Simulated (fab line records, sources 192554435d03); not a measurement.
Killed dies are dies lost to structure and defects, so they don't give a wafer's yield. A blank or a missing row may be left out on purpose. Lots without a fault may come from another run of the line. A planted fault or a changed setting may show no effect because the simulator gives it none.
A struck lot beside a sound one | flow n5_finfet | 22 steps out of a route of 1938
Sound: wafers L602.2, L602.3, L602.6. Struck: wafers L607.1, L607.2, L607.6. The cause comes at the end.
At each step with rows: each side's tool, then ch and its chambers, then its first start. Under that, the readings that differ: sound wafers | struck wafers | difference of the means | sigmas: that difference in standard deviations of wafers without a fault.
alike: readings whose means differ by less than 2 such deviations, and words and numbers that are the same on both sides. not compared: withheld readings, readings that some wafer has no value for, bounds like >300 that may hide the same value, and numbers for which the record gives no deviation and whose values overlap.
The two part at a step that has a row with sigmas, a row that says differs or no value, or rows on one side only. Numbers that don't overlap but have no deviation are shown without sigmas and don't part them. A reading that every wafer of one side lacks parts them only if that side has two wafers or more.

first, 1 step without rows for these wafers: N5_WELL_APT_HARDBAKE_12 (time 120 s).
N5_WELL_APT_CD_MEAS_08: target cd 200 nm.
  sound on cd_sem-02 ch 0, day 3 19:34; struck on cd_sem-02 ch 0, day 5 01:39
  alike: cd_nm
N5_WELL_APT_OVL_MEAS_09:
  sound on overlay-01 ch 0, day 3 19:36; struck on overlay-01 ch 0, day 5 01:41
  alike: NWELL_OVL
N5_WELL_APT_INSPECT_10: inspects for defects (macro).
  sound on defect_inspect-01, day 3 19:37; struck on defect_inspect-01, day 5 01:42
  alike: raw_defect_count
N5_WELL_APT_DESCUM_13: chemistry O2, time 7.9 s.
  sound on rie_diel-03 ch 0,1,2, day 3 19:59; struck on rie_diel-02 ch 0,1,2, day 5 01:44
  alike: drypump_motor_current_A, oes_product_au, rf_vpp_V, showerhead_plenum_p_Torr, throttle_valve_pct
  not compared: rf_hours_counter_h
then, 7 steps without rows for these wafers: N5_WELL_APT_IMPLANT_14; N5_WELL_APT_IMPLANT_15; N5_WELL_APT_STRIP_16 (strips in SPM, time 900 s); N5_WELL_APT_HMDS_18 (time 60 s); N5_WELL_APT_COAT_19 (resist thk 950 nm); N5_WELL_APT_EBR_21; N5_WELL_APT_SOFTBAKE_20 (time 60 s).
N5_WELL_APT_EXPOSE_22: exposes mask PWELL, defocus 0 nm, target cd 200 nm.
  sound on krf_scanner-01 ch 0, day 3 20:59; struck on krf_scanner-01 ch 0, day 5 02:37
  reading              | sound                | struck               | difference | sigmas
  exposure_dose_mJ_cm2 | 23.166 23.168 23.221 | 22.290 22.279 22.295 | -0.897     | -41
  alike: mask
then, 3 steps without rows for these wafers: N5_WELL_APT_PEB_23 (peb time 90 s); N5_WELL_APT_DEVELOP_24 (develop time 45 s); N5_WELL_APT_HARDBAKE_29 (time 120 s).
N5_WELL_APT_CD_MEAS_25: target cd 200 nm.
  sound on cd_sem-03 ch 0, day 3 21:09; struck on cd_sem-02 ch 0, day 5 02:47
  alike: cd_nm
N5_WELL_APT_OVL_MEAS_26:
  sound on overlay-02 ch 0, day 3 21:11; struck on overlay-01 ch 0, day 5 02:49
  alike: PWELL_OVL
N5_WELL_APT_INSPECT_27: inspects for defects (macro).
  sound on defect_inspect-02, day 3 21:12; struck on defect_inspect-01, day 5 02:50
  alike: raw_defect_count
N5_WELL_APT_DESCUM_30: chemistry O2, time 7.9 s.
  sound on rie_diel-03 ch 1,2,3, day 3 21:14; struck on rie_diel-02 ch 1,2,3, day 5 02:52
  reading                   | sound             | struck          | difference | sigmas
  model.WELL_APT.cd_nm (nm) | 198.4 196.8 197.1 | 194.6 193 194.1 | -3.5       |
  alike: drypump_motor_current_A, oes_product_au, rf_vpp_V, showerhead_plenum_p_Torr, throttle_valve_pct
  not compared: rf_hours_counter_h
then, 1 step without rows for these wafers: N5_WELL_APT_IMPLANT_31.
N5_PASSIVATION_PROBE_49:
  the record has rows for the sound wafers here (prober-01, day 18 03:07) and none for the struck ones

WHERE THEY PART
First at N5_WELL_APT_EXPOSE_22; last, within this record, at N5_PASSIVATION_PROBE_49.

WHY: what the simulator had put in
Process parameter drift: krf_scanner-01, from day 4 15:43 on, at N5_WELL_APT_EXPOSE_22. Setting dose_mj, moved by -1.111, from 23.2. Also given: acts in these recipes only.
